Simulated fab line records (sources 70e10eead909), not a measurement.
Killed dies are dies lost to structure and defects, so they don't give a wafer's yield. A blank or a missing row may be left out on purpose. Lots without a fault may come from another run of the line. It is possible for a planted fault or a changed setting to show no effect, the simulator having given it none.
Which of the tools did it? :: flow nand-harc :: 18 wafers from 6 lots sampled at 4 of the route's 1302 steps

== WHAT EACH GAUGE READ, for each wafer ==
NHARC_P_BONDPAD_THK_MEAS_20: measures by xrf.
lot: L996
measured: day 6 20:16
on: film-metro-02
thk-nm (nm): 162.9 160.9 161.5

lot: L998
measured: day 7 21:02
on: film-metro-02
thk-nm (nm): 161.4 161.1 161.4

lot: L107
measured: day 11 14:49
on: film-metro-02
thk-nm (nm): 148.0 162.0 145.2

lot: L112
measured: day 13 23:49
on: film-metro-01
thk-nm (nm): 162.8 162.4 161.7

lot: L115
measured: day 15 02:04
on: film-metro-02
thk-nm (nm): 160.8 162.9 163.5

lot: L118
measured: day 16 14:20
on: film-metro-01
thk-nm (nm): 163.2 157.4 160.3

== TOOL THAT RAN EACH LOT (tool first, then ch and the chambers of the sampled wafers, then the start) ==
lot: L996
NHARC_P_BONDPAD_PRE_CLEAN_26: pvd-sputter-01, day 6 19:16 or earlier
NHARC_P_BONDPAD_PVD_17: pvd-sputter-01, day 6 19:16 or earlier
NHARC_P_BONDPAD_ECD_18: ecd-cu-02 ch 0,1, day 6 19:16

lot: L998
NHARC_P_BONDPAD_PRE_CLEAN_26: pvd-sputter-01, day 7 19:59 or earlier
NHARC_P_BONDPAD_PVD_17: pvd-sputter-01, day 7 19:59 or earlier
NHARC_P_BONDPAD_ECD_18: ecd-cu-02 ch 0,1, day 7 19:59

lot: L107
NHARC_P_BONDPAD_PRE_CLEAN_26: pvd-sputter-01, day 11 13:53 or earlier
NHARC_P_BONDPAD_PVD_17: pvd-sputter-01, day 11 13:53 or earlier
NHARC_P_BONDPAD_ECD_18: ecd-cu-02 ch 0,1, day 11 13:53

lot: L112
NHARC_P_BONDPAD_PRE_CLEAN_26: pvd-sputter-02, day 13 22:49 or earlier
NHARC_P_BONDPAD_PVD_17: pvd-sputter-02, day 13 22:49 or earlier
NHARC_P_BONDPAD_ECD_18: ecd-cu-01 ch 0,1, day 13 22:49

lot: L115
NHARC_P_BONDPAD_PRE_CLEAN_26: pvd-sputter-02, day 15 01:01 or earlier
NHARC_P_BONDPAD_PVD_17: pvd-sputter-02, day 15 01:01 or earlier
NHARC_P_BONDPAD_ECD_18: ecd-cu-02 ch 0,1, day 15 01:01

lot: L118
NHARC_P_BONDPAD_PRE_CLEAN_26: pvd-sputter-01, day 16 13:23 or earlier
NHARC_P_BONDPAD_PVD_17: pvd-sputter-01, day 16 13:23 or earlier
NHARC_P_BONDPAD_ECD_18: ecd-cu-02 ch 0,1, day 16 13:23
- NHARC_P_BONDPAD_PRE_CLEAN_26: time 30 s.
- NHARC_P_BONDPAD_PVD_17: deposits TaN, target thk 5 nm, time 8.06 s.
- NHARC_P_BONDPAD_ECD_18: material Cu, target thk 400 nm.

== THE ANSWER, worked out from the rows above alone ==
Rule: what is usual is taken from the lots themselves. Put in order of their means at a reading, lots are off if they are a third of the lots or fewer, leave a main group of 4 or more, and stand apart from it by a gap of 3 or more times the standard deviation of the main group's means; of several such gaps the widest counts. If all means in a main group match to the digits the tables above print for the reading, that group is not used. Also off: a lot with no number at a reading for which 4 or more lots have one. Where the step has rows for the other lots, those lots are counted as sound.
Off, at NHARC_P_BONDPAD_THK_MEAS_20 on thk-nm: L107. Mean 161.6 nm and standard deviation 0.77 in the main group.
If a tool, at a process step before that reading, ran all the lots that are off and no sound lot after the first of them, it fits. Those tools and the gauges at NHARC_P_BONDPAD_THK_MEAS_20 are tried in the same way. NHARC_P_BONDPAD_PRE_CLEAN_26: start missing for some lots; hours and lot order therefore follow NHARC_P_BONDPAD_ECD_18. NHARC_P_BONDPAD_PVD_17: start missing for some lots; hours and lot order therefore follow NHARC_P_BONDPAD_ECD_18. No candidate that was tried fits.

== WHAT WAS PUT IN BY THE SIMULATOR ==
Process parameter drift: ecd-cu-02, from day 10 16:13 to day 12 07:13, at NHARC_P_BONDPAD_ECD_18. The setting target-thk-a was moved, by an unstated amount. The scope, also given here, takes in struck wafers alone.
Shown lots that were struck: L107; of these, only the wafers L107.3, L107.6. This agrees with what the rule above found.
